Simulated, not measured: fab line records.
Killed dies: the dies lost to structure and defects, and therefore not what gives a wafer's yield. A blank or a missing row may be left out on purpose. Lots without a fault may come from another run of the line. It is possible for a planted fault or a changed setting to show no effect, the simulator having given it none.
Split-lot trial | flow n5-finfet | 21 wafers read from 7 lots, route of 1938 steps

== SPLIT DETAILS ==
At N5_BEOL_M3_PECVD_72 (deposits SiO2 from TEOS/O2, target thk 16 nm, time 18 s), the setting time-s was moved away from the recipe's 18 s on 7 of the 21 wafers read, by -12.2% to +11.9%. This setting was run at the recipe's value on the other wafers.

The reading comes from the split's own step.

== THE READING ==
SiO2_of_BEOL_M3_PECVD_72.thk-nm (the simulator's own value, which no gauge read), in nm, at N5_BEOL_M3_PECVD_72 (deposits SiO2 from TEOS/O2, target thk 16 nm, time 18 s). No usual value for it is given in the file. The 14 wafers here that ran the recipe average 15.9 nm, standard deviation 0.25 nm.

wafer  | tool, chamber at the split | time-s as run, s | against the recipe | SiO2_of_BEOL_M3_PECVD_72.thk-nm, nm | against lot-mates on the recipe
L075.2 | pecvd-03, 1                | 15.81            | -12.2%             | 13.6                                | -2.4
L075.4 | pecvd-03, 2                | 15.81            | -12.2%             | 14.4                                | -1.6
L075.5 | pecvd-03, 0                | 18               | recipe             | 16                                  | -
L081.4 | pecvd-01, 0,2              | 18               | recipe             | 16                                  | -
L081.6 | pecvd-01, 0,2              | 18               | recipe             | 16                                  | -
L081.5 | pecvd-01, 1                | 18               | recipe             | 15.8                                | -
L082.2 | pecvd-01, 0,1              | 18               | recipe             | 15.4                                | -
L082.3 | pecvd-01, 0,1              | 18               | recipe             | 15.4                                | -
L082.6 | pecvd-01, 1                | 20.14            | +11.9%             | 17.8                                | +2.4
L085.1 | pecvd-01, 2                | 17.09            | -5.1%              | 15                                  | -1.0
L085.2 | pecvd-01, 0                | 17.09            | -5.1%              | 14.8                                | -1.2
L085.5 | pecvd-01, 0                | 18               | recipe             | 16                                  | -
L088.2 | pecvd-03, 1                | 18               | recipe             | 16                                  | -
L088.5 | pecvd-03, 1                | 15.98            | -11.2%             | 14.4                                | -1.6
L088.6 | pecvd-03, 2                | 15.98            | -11.2%             | 14.6                                | -1.4
L093.2 | pecvd-02, 0,2              | 18               | recipe             | 15.8                                | -
L093.6 | pecvd-02, 0,2              | 18               | recipe             | 15.8                                | -
L093.4 | pecvd-02, 1                | 18               | recipe             | 16.4                                | -
L095.1 | pecvd-03, 0,1              | 18               | recipe             | 16                                  | -
L095.4 | pecvd-03, 0,1              | 18               | recipe             | 16                                  | -
L095.3 | pecvd-03, 1                | 18               | recipe             | 15.8                                | -
Where a row lists several chambers, the file gives one row for several wafers and doesn't say which wafer went through which chamber.

THE FIT
A straight line over all 21 wafers: SiO2_of_BEOL_M3_PECVD_72.thk-nm changes by +0.148 nm for each +1% of time-s; r = +0.95; the points scatter about the line by 0.28 nm.
The same after taking each lot's own level away (the mean of its wafers on the recipe; 21 wafers): +0.167 nm for each +1%; r = +0.97; scatter 0.25 nm.
On that fit, the largest move of time-s shifts the reading by 2 nm.
Across the lots, their own levels run from 15.40 to 16.00 nm, a range of 2.4 times the standard deviation given above.
So the slope is not independent of the lot-to-lot level: the two fits are not the same.
Check: with one of the wafers moved furthest among these (-12.2%) left out of the fit, the line predicts -1.89 nm for it against its lot-mates. Against them it came out at -2.4 nm.

== OTHER SPLITS ON THESE WAFERS ==
These wafers also went through other splits before the reading. Each is held against what the fit with the lots' levels taken away leaves over:
other split on the same wafers          | wafers away from the commonest value | r with SiO2_of_BEOL_M3_PECVD_72.thk-nm (lot level and that fit taken away)
N5_BEOL_M0_SAQP_ETCH_106 target-depth-a | 11                                   | +0.39
N5_BEOL_M1_PECVD_72 time-s              | 10                                   | -0.26
N5_BEOL_M1_COAT_05 spin-rpm             | 9                                    | +0.08
N5_BEOL_M2_ALD_98 ald-cycles            | 10                                   | +0.16
N5_BEOL_M2_TRENCH_ETCH_37 time-s        | 7                                    | -0.04

== FILE'S OWN FIT ==
SiO2_of_BEOL_M3_PECVD_72.thk-nm changes by +0.171 nm for each +1% of time-s, r = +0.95.
